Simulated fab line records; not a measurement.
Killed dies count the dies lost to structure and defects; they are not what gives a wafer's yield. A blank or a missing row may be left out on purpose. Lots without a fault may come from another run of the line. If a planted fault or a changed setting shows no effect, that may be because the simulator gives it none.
One fault seen from 3 desks / flow n5-finfet / only its own numbers are on each desk; what lay behind them is given at the end

## FOR THE TOOL OWNER'S DESK: rie-diel-02
The tool's own readings at N5_BEOL_M9_ETCH_65 (etches SiARC in CF4, target depth 15.6 nm, time 26 s): means of the sampled wafers that have a number, for each lot that ran on this tool. If a lot's mean is further than 4 standard deviations from the usual mean, the lot is out of limits and carries the mark OUT (the distance appears in the brackets). Only the readings that lie furthest out on some lot appear, 7 of the 8 it has.
Columns: A = bias-w at N5_BEOL_M9_ETCH_65, usual 36.01 W; B = drypump-motor-current-A at N5_BEOL_M9_ETCH_65, usual 5.8 A; C = etch-rf-on-time-s at N5_BEOL_M9_ETCH_65, usual 25.9 s; D = oes-product-au at N5_BEOL_M9_ETCH_65, usual 0.68 a.u.; E = rf-vpp-V at N5_BEOL_M9_ETCH_65, usual 184.3 V; F = showerhead-plenum-p-Torr at N5_BEOL_M9_ETCH_65, usual 2.16 Torr; G = throttle-valve-pct at N5_BEOL_M9_ETCH_65, usual 15.72 %
lot=L704; first seen here=day 10 09:49; A=35.99; B=5.9; C=26.5; D=0.61; E=183.3; F=2.13; G=16.01
lot=L712; first seen here=day 12 16:55; A=36.12; B=6.1; C=26.5; D=0.73; E=184.5; F=2.20; G=15.56
lot=L722; first seen here=day 15 06:17; A=35.97; B=6.2; C=26.3; D=0.71; E=185.7; F=2.21; G=15.63
This desk found nothing out of limits on any of the 3 lots.

## THE METROLOGY DESK
What the gauges read for every lot (on any tool): the sampled wafers with a number, averaged. If a lot's mean is further than 4 standard deviations from the usual mean, the lot is out of limits and carries the mark OUT (the distance appears in the brackets). Only the readings that lie furthest out on some lot appear, 7 of the 10 it has.
Columns: A = DIBL_N at N5_BEOL_M4_RC_MEAS_101, usual 37.2 mV/V; B = DIBL_P at N5_BEOL_M4_RC_MEAS_101, usual 37.5 mV/V; C = IOFF_N at N5_BEOL_M4_RC_MEAS_101, usual 0.17 nA/um; D = SS_N at N5_BEOL_M4_RC_MEAS_101, usual 71.7 mV/dec; E = SS_P at N5_BEOL_M4_RC_MEAS_101, usual 73.6 mV/dec; F = VT_N at N5_BEOL_M4_RC_MEAS_101, usual 249 mV; G = VT_P at N5_BEOL_M4_RC_MEAS_101, usual -248 mV
lot=L704; first seen here=day 8 19:02; A=38.1; B=40.6; C=0.19; D=72.7; E=74.5; F=249; G=-244
lot=L712; first seen here=day 10 18:56; A=37.9; B=37.7; C=0.18; D=71.5; E=74.3; F=248; G=-249
lot=L715; first seen here=day 11 17:28; A=37.9; B=39.6; C=0.18; D=71.8; E=73.9; F=249; G=-247
lot=L717; first seen here=day 11 22:26; A=37.4; B=37.7; C=0.16; D=71.8; E=73.1; F=250; G=-246
lot=L721; first seen here=day 12 23:25; A=39.0; B=39.9; C=0.23; D=72.0; E=74.2; F=245; G=-248
lot=L722; first seen here=day 13 03:20; A=35.6; B=37.5; C=0.16; D=71.1; E=73.2; F=251; G=-249
lot=L723; first seen here=day 13 03:29; A=36.7; B=37.6; C=0.18; D=71.9; E=73.6; F=246; G=-248
lot=L724; first seen here=day 13 07:25; A=36.1; B=36.3; C=0.16; D=71.5; E=73.4; F=249; G=-249
This desk found nothing out of limits on any of the 8 lots.

## THE DEFECT DESK
Counts from the inspections along the route, per lot, as means over the sampled wafers that have a number. If a lot's mean is further than 4 standard deviations from the usual mean, the lot is out of limits and carries the mark OUT (the distance appears in the brackets).
Columns: A = raw-defect-count at N5_BEOL_M9_INSPECT_30, usual 435
lot=L704; first seen here=day 10 09:44; A=508
lot=L712; first seen here=day 12 16:50; A=440
lot=L715; first seen here=day 13 13:41; A=415
lot=L717; first seen here=day 13 16:37; A=431
lot=L721; first seen here=day 14 16:34; A=449
lot=L723; first seen here=day 14 23:53; A=380
lot=L722; first seen here=day 15 06:12; A=337
lot=L724; first seen here=day 15 06:22; A=411
This desk found nothing out of limits on any of the 8 lots.

## ALL TOGETHER
The tool owner's desk saw nothing out of limits.
At the metrology desk, nothing out of limits was observed.
Nothing the defect desk looked at was out of limits.

## WHAT WAS PUT IN BY THE SIMULATOR
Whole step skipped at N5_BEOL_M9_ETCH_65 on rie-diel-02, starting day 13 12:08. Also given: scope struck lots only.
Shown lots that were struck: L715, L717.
